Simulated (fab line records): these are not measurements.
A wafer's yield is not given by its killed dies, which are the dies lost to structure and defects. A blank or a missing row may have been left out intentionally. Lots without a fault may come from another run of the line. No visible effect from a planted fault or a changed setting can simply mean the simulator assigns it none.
Chamber matching	flow n5-finfet	4 sister chambers for N5_BEOL_M8_VIA_ETCH_34 on rie-diel-06
The step etches SiCOH lowk in C4F6/O2, target depth 125.5 nm, time 50.5 s. 20 wafers are shown with their chamber, then 10 later ones without.

## EACH WAFER AND ITS CHAMBER
wafer	chamber	throttle-valve-pct (%)	drypump-motor-current-A (A)	showerhead-plenum-p-Torr (Torr)
L075.3	2	21.45	6.9	2.84
L075.5	3	20.79	5.5	2.87
L075.6	2	21.43	6.8	2.84
L077.1	0	20.98	5.8	2.84
L077.5	0	20.98	5.7	2.84
L077.6	1	21.21	5.8	2.76
L082.2	2	21.46	6.9	2.83
L082.4	3	20.81	5.4	2.86
L082.5	1	21.23	5.8	2.75
L087.3	0	21.00	5.8	2.84
L087.5	2	21.45	6.8	2.83
L087.6	3	20.80	5.4	2.86
L085.2	1	21.21	5.8	2.75
L085.5	0	21.02	5.7	2.84
L085.6	3	20.81	5.4	2.86
L086.1	0	21.03	5.8	2.83
L086.3	3	20.82	5.4	2.86
L086.4	1	21.24	5.8	2.75
L088.1	2	21.48	6.8	2.82
L088.2	0	21.02	5.8	2.83

SIGNATURES (means of the wafers above)
reading	chamber 0	chamber 1	chamber 2	chamber 3	scatter within a chamber
throttle-valve-pct	21.0050	21.2225	21.4540	20.8060	0.0174
drypump-motor-current-A	5.767	5.800	6.840	5.420	0.0456
showerhead-plenum-p-Torr	2.8367	2.7525	2.8320	2.8620	0.00596
Rule: for each reading, subtract the chamber's mean from the wafer's reading, divide by that reading's scatter and square the result; add these up over the readings and take the root, which gives the wafer's distance from the chamber. The wafer belongs to the nearest chamber; if the next one is less than 2 further off, it can't be placed. How the scatter is found: for the shown wafers, subtract from each reading the mean of its chamber, square and add these, divide the total by (wafers less chambers), then take the root.

## WAFERS WITHOUT THEIR CHAMBER
wafer	throttle-valve-pct (%)	drypump-motor-current-A (A)	showerhead-plenum-p-Torr (Torr)
L088.3	20.83	5.4	2.86
L092.1	21.06	5.7	2.83
L092.4	21.25	5.8	2.74
L092.5	21.23	5.7	2.74
L096.1	21.49	6.9	2.82
L096.3	21.26	5.8	2.74
L096.5	21.03	5.8	2.83
L095.3	21.49	6.8	2.82
L095.5	21.50	6.8	2.82
L095.6	21.28	5.8	2.74

## THE CHAMBER EACH PASSED THROUGH
wafer	from the rows above	in truth
L088.3	3	3
L092.1	0	0
L092.4	1	1
L092.5	1	1
L096.1	2	2
L096.3	1	1
L096.5	0	0
L095.3	2	2
L095.5	2	2
L095.6	1	1
Placed correctly: 10 of 10. From these rows, 0 cannot be placed. Number placed wrongly: 0.
